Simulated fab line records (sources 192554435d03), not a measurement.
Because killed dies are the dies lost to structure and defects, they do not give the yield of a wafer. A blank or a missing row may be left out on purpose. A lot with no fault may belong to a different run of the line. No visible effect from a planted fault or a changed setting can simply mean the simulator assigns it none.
Chamber matching ; flow n5_finfet ; N5_MOL_CONTACT_COAG_STRIP_72 on rie_diel-01: 4 sister chambers
The step strips in N2/H2. 4 wafers are shown with their chamber, then 7 later ones without.

== EACH WAFER AND ITS CHAMBER ==
wafer;chamber;showerhead_plenum_p_Torr (Torr)
L080.4;2;2.41
L083.1;0;2.63
L095.3;1;2.39
L095.4;3;2.47

== WAFERS WITH NO CHAMBER GIVEN ==
wafer;showerhead_plenum_p_Torr (Torr)
L095.5;2.39
L096.2;2.46
L096.3;2.61
L096.5;2.61
L097.2;2.61
L097.4;2.39
L097.6;2.39

== CHAMBER TAKEN BY EACH ==
wafer;from the rows above;in truth
L095.5;can't be placed: 1 or 2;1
L096.2;3;3
L096.3;0;0
L096.5;0;0
L097.2;0;0
L097.4;can't be placed: 1 or 2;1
L097.6;can't be placed: 1 or 2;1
Correctly placed: 4 of 7. Can't be placed from these rows: 3 (the true chamber is among the candidates in 3). Number placed wrongly: 0.
How it was worked out, from the rows above alone: a wafer's distance from a chamber is the root of the sum, over the readings, of the square of ((its reading less the chamber's mean) divided by the reading's scatter). The wafer belongs to the nearest chamber; if the next one is less than 2 further off, it can't be placed. The mean given for a chamber averages the wafers shown for that chamber. The scatter: root of mean squared gap, hidden wafer to nearest shown wafer, with one shown wafer a chamber.
